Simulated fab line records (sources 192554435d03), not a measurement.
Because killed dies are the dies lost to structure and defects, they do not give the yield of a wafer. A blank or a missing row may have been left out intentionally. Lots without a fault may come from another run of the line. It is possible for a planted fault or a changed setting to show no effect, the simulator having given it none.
Split-lot trial :: flow n5-finfet :: route with 1938 steps; 7 lots, 21 wafers read

## THE SPLIT ITSELF
At N5_BEOL_M6_ILD_DEP_00 (deposits SiCOH lowk from DEMS/porogen, target thk 179.75 nm, time 33.4 s), the setting time-s was moved away from the recipe's 33.4 s on 5 of the 21 wafers read, by -12.2% to +10.5%. For the rest of the wafers, this setting stayed at what the recipe calls for.

## FROM THE SPLIT TO THE READING: what the file shows between them, 1 step
- N5_BEOL_M6_CURE_74: cures SiCOH lowk, time 240 s

## THE READING
M6_ILD_THK at N5_BEOL_M6_THK_MEAS_01, in nm. Typical for fault-free wafers on this fab line: 155.2 nm, with standard deviation 2.3 nm.

wafer: L074.1
tool, chamber at the split: pecvd-03, 1
time-s as run, s: 33.4
against the recipe: recipe
M6_ILD_THK, nm: 153.3
against lot-mates on the recipe: -

wafer: L074.2
tool, chamber at the split: pecvd-03, 2
time-s as run, s: 33.4
against the recipe: recipe
M6_ILD_THK, nm: 154.3
against lot-mates on the recipe: -

wafer: L074.5
tool, chamber at the split: pecvd-03, 0
time-s as run, s: 33.4
against the recipe: recipe
M6_ILD_THK, nm: 158.8
against lot-mates on the recipe: -

wafer: L075.1
tool, chamber at the split: pecvd-03, 0
time-s as run, s: 36.92
against the recipe: +10.5%
M6_ILD_THK, nm: 169.8
against lot-mates on the recipe: +15.4

wafer: L075.2
tool, chamber at the split: pecvd-03, 1
time-s as run, s: 33.4
against the recipe: recipe
M6_ILD_THK, nm: 152.9
against lot-mates on the recipe: -

wafer: L075.6
tool, chamber at the split: pecvd-03, 2
time-s as run, s: 33.4
against the recipe: recipe
M6_ILD_THK, nm: 155.9
against lot-mates on the recipe: -

wafer: L079.4
tool, chamber at the split: pecvd-01, 1
time-s as run, s: 33.4
against the recipe: recipe
M6_ILD_THK, nm: 153.4
against lot-mates on the recipe: -

wafer: L079.5
tool, chamber at the split: pecvd-01, 1
time-s as run, s: 33.4
against the recipe: recipe
M6_ILD_THK, nm: 154.8
against lot-mates on the recipe: -

wafer: L079.6
tool, chamber at the split: pecvd-01, 2
time-s as run, s: 33.4
against the recipe: recipe
M6_ILD_THK, nm: 155.0
against lot-mates on the recipe: -

wafer: L080.1
tool, chamber at the split: pecvd-01, 2
time-s as run, s: 33.4
against the recipe: recipe
M6_ILD_THK, nm: 154.8
against lot-mates on the recipe: -

wafer: L080.4
tool, chamber at the split: pecvd-01, 2
time-s as run, s: 33.4
against the recipe: recipe
M6_ILD_THK, nm: 157.6
against lot-mates on the recipe: -

wafer: L080.5
tool, chamber at the split: pecvd-01, 0
time-s as run, s: 33.4
against the recipe: recipe
M6_ILD_THK, nm: 152.2
against lot-mates on the recipe: -

wafer: L085.1
tool, chamber at the split: pecvd-01, 0
time-s as run, s: 33.4
against the recipe: recipe
M6_ILD_THK, nm: 155.2
against lot-mates on the recipe: -

wafer: L085.3
tool, chamber at the split: pecvd-01, 1
time-s as run, s: 29.31
against the recipe: -12.2%
M6_ILD_THK, nm: 136.1
against lot-mates on the recipe: -20.3

wafer: L085.6
tool, chamber at the split: pecvd-01, 0
time-s as run, s: 33.4
against the recipe: recipe
M6_ILD_THK, nm: 157.6
against lot-mates on the recipe: -

wafer: L087.1
tool, chamber at the split: pecvd-01, 1
time-s as run, s: 36.2
against the recipe: +8.4%
M6_ILD_THK, nm: 164.1
against lot-mates on the recipe: +9.8

wafer: L087.3
tool, chamber at the split: pecvd-01, 0
time-s as run, s: 33.4
against the recipe: recipe
M6_ILD_THK, nm: 152.6
against lot-mates on the recipe: -

wafer: L087.5
tool, chamber at the split: pecvd-01, 0
time-s as run, s: 33.4
against the recipe: recipe
M6_ILD_THK, nm: 156.1
against lot-mates on the recipe: -

wafer: L096.1
tool, chamber at the split: pecvd-03, 1
time-s as run, s: 33.4
against the recipe: recipe
M6_ILD_THK, nm: 153.7
against lot-mates on the recipe: -

wafer: L096.3
tool, chamber at the split: pecvd-03, 1
time-s as run, s: 31.73
against the recipe: -5.0%
M6_ILD_THK, nm: 150.0
against lot-mates on the recipe: -3.7

wafer: L096.4
tool, chamber at the split: pecvd-03, 0
time-s as run, s: 31.73
against the recipe: -5.0%
M6_ILD_THK, nm: 146.7
against lot-mates on the recipe: -7.0

FIT RESULTS
A straight line over all 21 wafers: M6_ILD_THK changes by +1.39 nm for each +1% of time-s; r = +0.96; the points scatter about the line by 1.9 nm.
The same after taking each lot's own level away (the mean of its wafers on the recipe; 21 wafers): +1.43 nm for each +1%; r = +0.96; scatter 1.9 nm.
According to that fit, moving time-s by its largest amount changes the reading by 18 nm.
From 153.70 to 156.40 nm: that is the span of the lots' own levels, equal to 1.2 times the standard deviation above.
So the lot-to-lot level changes the slope little: the two slopes agree.
Check: -15.5 nm against its lot-mates is what the line predicts for one of the wafers moved furthest among these (-12.2%) when that wafer is left out of the fit. It came out at -20.3 nm against them.

## OTHER SPLITS ON THESE WAFERS
Before the reading, these wafers also passed through other splits. Each is held against what the fit with the lots' levels taken away leaves over:
other split on the same wafers: N5_BEOL_M5_ETCH_68 bias-w
wafers away from the commonest value: 9
r with M6_ILD_THK (lot level and that fit taken away): +0.10

## THE WHOLE CHAIN: every reading that the file lists as answering this split, in the file's order
step: N5_BEOL_M6_ILD_DEP_00
what it does: deposits SiCOH lowk from DEMS/porogen, target thk 179.75 nm, time 33.4 s
reading: SiCOH_lowk_of_BEOL_M6_ILD_DEP_00.thk-nm (the simulator's own value, which no gauge read)
change (the file's fit): +1.68 nm for each +1% of the setting
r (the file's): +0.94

step: N5_BEOL_M6_CURE_74
what it does: cures SiCOH lowk, time 240 s
reading: SiCOH_lowk_of_BEOL_M6_ILD_DEP_00.thk-nm (the simulator's own value, which no gauge read)
change (the file's fit): +1.47 nm for each +1% of the setting
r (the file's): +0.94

step: N5_BEOL_M6_THK_MEAS_01
what it does: 
reading: M6_ILD_THK
change (the file's fit): +1.46 for each +1% of the setting
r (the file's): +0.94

## THE FILE'S OWN FIT
M6_ILD_THK changes by +1.46 nm for each +1% of time-s, r = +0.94.
